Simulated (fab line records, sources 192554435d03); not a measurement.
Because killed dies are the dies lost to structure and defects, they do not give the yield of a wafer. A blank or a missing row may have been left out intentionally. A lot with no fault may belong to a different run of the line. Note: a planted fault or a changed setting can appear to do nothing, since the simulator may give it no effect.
Chamber matching    flow n5 finfet    N5_BEOL_M8_STRIP_36 on rie diel-05 has 4 sister chambers
The step strips in N2/H2. 16 wafers are shown with their chamber, then 8 later ones without.

== WAFERS PAIRED WITH THEIR CHAMBERS ==
wafer   chamber  showerhead plenum p Torr (Torr)  throttle valve pct (%)  drypump motor current A (A)
L076.1  1        2.50                             23.71                   5.4
L076.2  2        2.61                             22.99                   5.8
L076.4  3        2.49                             23.22                   5.7
L074.2  2        2.61                             22.96                   5.8
L074.3  0        2.70                             23.66                   5.6
L074.4  3        2.49                             23.23                   5.7
L079.1  3        2.49                             23.25                   5.7
L079.2  1        2.50                             23.74                   5.4
L079.6  3        2.49                             23.24                   5.7
L080.1  3        2.48                             23.25                   5.7
L080.2  1        2.50                             23.75                   5.3
L080.4  0        2.69                             23.70                   5.6
L084.3  2        2.61                             22.99                   5.8
L084.5  1        2.49                             23.76                   5.4
L084.6  2        2.61                             22.95                   5.8
L086.1  0        2.69                             23.69                   5.6

SIGNATURES, as means of the wafers listed above
reading                   chamber 0  chamber 1  chamber 2  chamber 3  scatter within a chamber
showerhead plenum p Torr  2.6933     2.4975     2.6100     2.4880     0.0043
throttle valve pct        23.6833    23.7400    22.9725    23.2380    0.0188
drypump motor current A   5.600      5.375      5.800      5.700      0.025
Rule: for each reading, subtract the chamber's mean from the wafer's reading, divide by that reading's scatter and square the result; add these up over the readings and take the root, which gives the wafer's distance from the chamber. The wafer belongs to the nearest chamber; if the next one is less than 2 further off, it can't be placed. The scatter: the root of (the sum of the squares of (reading less its chamber's mean) over the shown wafers, divided by (wafers less chambers)).

== WAFERS WITHOUT THEIR CHAMBER ==
wafer   showerhead plenum p Torr (Torr)  throttle valve pct (%)  drypump motor current A (A)
L086.2  2.60                             22.98                   5.8
L086.3  2.48                             23.25                   5.7
L091.2  2.60                             22.98                   5.8
L091.3  2.68                             23.68                   5.6
L091.6  2.49                             23.80                   5.4
L095.2  2.59                             23.01                   5.8
L095.3  2.48                             23.79                   5.4
L095.4  2.68                             23.72                   5.6

== CHAMBER TAKEN BY EACH ==
wafer   from the rows above  in truth
L086.2  2                    2
L086.3  3                    3
L091.2  2                    2
L091.3  0                    0
L091.6  1                    1
L095.2  2                    2
L095.3  1                    1
L095.4  0                    0
8 of 8 placed correctly. Can't be placed from these rows: 0. Number placed wrongly: 0.
